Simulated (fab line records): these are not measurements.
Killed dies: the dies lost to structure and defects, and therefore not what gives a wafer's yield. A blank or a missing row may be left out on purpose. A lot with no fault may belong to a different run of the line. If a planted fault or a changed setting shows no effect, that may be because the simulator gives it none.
Split-lot experiment | flow n5 finfet | on a route of 1938 steps: 7 lots, 21 wafers read

## ABOUT THE SPLIT
At N5_MOL_CONTACT_COAG_ETCHBACK_135 (etches SiO2 in CHF3, target depth 25 nm, time 16.7 s), the setting time s was moved away from the recipe's 16.7 s on 6 of the 21 wafers read, by -22.3% to +18.1%. All remaining wafers had this setting at the recipe value.

The reading is taken at the split's own step.

## THE READING
SOC_of_MOL_CONTACT_COAG_COAT_75.thk nm (the simulator's own value, which no gauge read), in nm, at N5_MOL_CONTACT_COAG_ETCHBACK_135 (etches SiO2 in CHF3, target depth 25 nm, time 16.7 s). No usual value for it is given in the file. The 15 wafers here that ran the recipe average 57.3 nm, standard deviation 0.14 nm.

wafer  | tool, chamber at the split | time s as run, s | against the recipe | SOC_of_MOL_CONTACT_COAG_COAT_75.thk nm, nm | against lot-mates on the recipe
L075.2 | rie diel-04, 3             | 16.7             | recipe             | 57                                         | -
L075.3 | rie diel-04, 2,0           | 16.7             | recipe             | 57.2                                       | -
L075.4 | rie diel-04, 2,0           | 16.7             | recipe             | 57.2                                       | -
L077.4 | rie diel-02, 0             | 16.7             | recipe             | 57.4                                       | -
L077.5 | rie diel-02, 1             | 19.72            | +18.1%             | 57                                         | -0.4
L077.6 | rie diel-02, 2             | 19.72            | +18.1%             | 57.2                                       | -0.2
L079.4 | rie diel-02, 0,3,0         | 16.7             | recipe             | 57.2                                       | -
L079.5 | rie diel-02, 0,3,0         | 16.7             | recipe             | 57.2                                       | -
L079.6 | rie diel-02, 0,3,0         | 16.7             | recipe             | 57.2                                       | -
L085.2 | rie diel-06, 2,0           | 19.27            | +15.4%             | 57                                         | -0.4
L085.4 | rie diel-06, 2,0           | 19.27            | +15.4%             | 57                                         | -0.4
L085.6 | rie diel-06, 3             | 16.7             | recipe             | 57.4                                       | -
L086.2 | rie diel-04, 2             | 16.7             | recipe             | 57.2                                       | -
L086.4 | rie diel-04, 0,1           | 12.98            | -22.3%             | 57.8                                       | +0.6
L086.5 | rie diel-04, 0,1           | 12.98            | -22.3%             | 57.8                                       | +0.6
L088.2 | rie diel-06, 0,2,3         | 16.7             | recipe             | 57.2                                       | -
L088.5 | rie diel-06, 0,2,3         | 16.7             | recipe             | 57.2                                       | -
L088.6 | rie diel-06, 0,2,3         | 16.7             | recipe             | 57.2                                       | -
L097.1 | rie diel-02, 2             | 16.7             | recipe             | 57.2                                       | -
L097.3 | rie diel-02, 1             | 16.7             | recipe             | 57.6                                       | -
L097.6 | rie diel-02, 1             | 16.7             | recipe             | 57.4                                       | -
Rows listing several chambers each stand for several wafers; the file does not say which wafer went through which chamber.

FIT RESULTS
A straight line over all 21 wafers: SOC_of_MOL_CONTACT_COAG_COAT_75.thk nm changes by -0.0181 nm for each +1% of time s; r = -0.80; the points scatter about the line by 0.14 nm.
The same after taking each lot's own level away (the mean of its wafers on the recipe; 21 wafers): -0.0237 nm for each +1%; r = -0.94; scatter 0.094 nm.
According to that fit, moving time s by its largest amount changes the reading by 0.53 nm.
Measured against the standard deviation above, the lots' own levels, which go from 57.13 to 57.40 nm, span 2.0 times it.
Hence the slope depends on the lot-to-lot level, as the two fits are not the same.
Check: +0.519 nm against its lot-mates is what the line predicts for one of the wafers moved furthest among these (-22.3%) when that wafer is left out of the fit. Against them it came out at +0.6 nm.

## ADDITIONAL SPLITS CARRIED BY THESE WAFERS
Other splits were also applied to these wafers ahead of the reading. Each is held against what the fit with the lots' levels taken away leaves over:
other split on the same wafers        | wafers away from the commonest value | r with SOC_of_MOL_CONTACT_COAG_COAT_75.thk nm (lot level and that fit taken away)
N5_HKMG_FIN_COAT_43 spin rpm          | 7                                    | -0.08
N5_GATE_CUT_COAT_27 spin rpm          | 2                                    | +0.10
N5_GATE_CUT_DESCUM_18 time s          | 6                                    | -0.35
N5_MOL_CONTACT_COAG_ALD_27 ald cycles | 6                                    | -0.12
N5_MOL_CONTACT_COAG_PECVD_31 temp c   | 9                                    | -0.01

## FILE'S OWN FIT
SOC_of_MOL_CONTACT_COAG_COAT_75.thk nm changes by -0.0235 nm for each +1% of time s, r = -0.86.
